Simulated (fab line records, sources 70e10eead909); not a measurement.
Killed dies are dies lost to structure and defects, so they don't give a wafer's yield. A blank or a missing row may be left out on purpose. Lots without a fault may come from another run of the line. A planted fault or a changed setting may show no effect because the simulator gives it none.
Chamber matching | flow nand_harc | NHARC_P_BONDPAD_DEP_00 on pecvd-04: 3 sister chambers
The step deposits SiCN, target thk 250 nm. 3 wafers are shown with their chamber, then 7 later ones without.

WAFERS WITH THEIR CHAMBER
wafer  | chamber | heater_power_w (W)
L086.3 | 0       | 621
L086.5 | 1       | 477
L087.4 | 2       | 600

WAFERS WITHOUT THEIR CHAMBER
wafer  | heater_power_w (W)
L087.6 | 697
L091.1 | 414
L091.3 | 556
L091.5 | 433
L094.2 | 593
L094.4 | 437
L094.5 | 673

WHICH CHAMBER EACH WENT THROUGH
wafer  | from the rows above          | in truth
L087.6 | can't be placed: 0 or 2      | 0
L091.1 | 1                            | 1
L091.3 | can't be placed: 2 or 0 or 1 | 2
L091.5 | 1                            | 1
L094.2 | can't be placed: 2 or 0      | 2
L094.4 | 1                            | 1
L094.5 | can't be placed: 0 or 2      | 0
Placed correctly: 3 of 7. Can't be placed from these rows: 4 (the true chamber is among the candidates in 4). Placed wrongly: 0.
How it was worked out, from the rows above alone: a wafer's distance from a chamber is the root of the sum, over the readings, of the square of ((its reading less the chamber's mean) divided by the reading's scatter). The wafer belongs to the nearest chamber; if the next one is less than 2 further off, it can't be placed. A chamber's mean is the mean of its shown wafers. The scatter: with one shown wafer a chamber, the root of the mean of the squares of how far each hidden wafer lies from its nearest shown one.
